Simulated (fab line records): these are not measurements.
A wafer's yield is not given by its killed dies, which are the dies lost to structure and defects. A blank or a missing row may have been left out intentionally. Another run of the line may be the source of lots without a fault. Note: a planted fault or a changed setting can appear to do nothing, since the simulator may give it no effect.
Matching of chambers || flow nandHarc || NHARC_P_GATE_STRIP_108 on rieDiel-11: 4 sister chambers
The step strips in O2. 4 wafers are shown with their chamber, then 9 later ones without.

## WAFERS, EACH WITH ITS CHAMBER
{"wafer": "L085.3", "chamber": 1, "showerheadPlenumPTorr (Torr)": 3.38}
{"wafer": "L089.1", "chamber": 3, "showerheadPlenumPTorr (Torr)": 3.45}
{"wafer": "L089.2", "chamber": 0, "showerheadPlenumPTorr (Torr)": 3.70}
{"wafer": "L089.6", "chamber": 2, "showerheadPlenumPTorr (Torr)": 3.33}

## WAFERS WITH NO CHAMBER GIVEN
{"wafer": "L093.4", "showerheadPlenumPTorr (Torr)": 3.33}
{"wafer": "L093.5", "showerheadPlenumPTorr (Torr)": 3.37}
{"wafer": "L093.6", "showerheadPlenumPTorr (Torr)": 3.70}
{"wafer": "L094.1", "showerheadPlenumPTorr (Torr)": 3.70}
{"wafer": "L094.2", "showerheadPlenumPTorr (Torr)": 3.45}
{"wafer": "L094.4", "showerheadPlenumPTorr (Torr)": 3.33}
{"wafer": "L095.2", "showerheadPlenumPTorr (Torr)": 3.33}
{"wafer": "L095.5", "showerheadPlenumPTorr (Torr)": 3.45}
{"wafer": "L095.6", "showerheadPlenumPTorr (Torr)": 3.70}

## WHICH CHAMBER EACH WENT THROUGH
{"wafer": "L093.4", "from the rows above": 2, "in truth": 2}
{"wafer": "L093.5", "from the rows above": 1, "in truth": 1}
{"wafer": "L093.6", "from the rows above": 0, "in truth": 0}
{"wafer": "L094.1", "from the rows above": 0, "in truth": 0}
{"wafer": "L094.2", "from the rows above": 3, "in truth": 3}
{"wafer": "L094.4", "from the rows above": 2, "in truth": 2}
{"wafer": "L095.2", "from the rows above": 2, "in truth": 2}
{"wafer": "L095.5", "from the rows above": 3, "in truth": 3}
{"wafer": "L095.6", "from the rows above": 0, "in truth": 0}
9 of 9 placed correctly. Number that these rows cannot place: 0. Wrongly placed: 0.
How it was worked out, from the rows above alone: a wafer's distance from a chamber is the root of the sum, over the readings, of the square of ((its reading less the chamber's mean) divided by the reading's scatter). The wafer belongs to the nearest chamber; if the next one is less than 2 further off, it can't be placed. For every chamber, the mean is computed from those of its wafers that are shown. The scatter: root of mean squared gap, hidden wafer to nearest shown wafer, with one shown wafer a chamber.
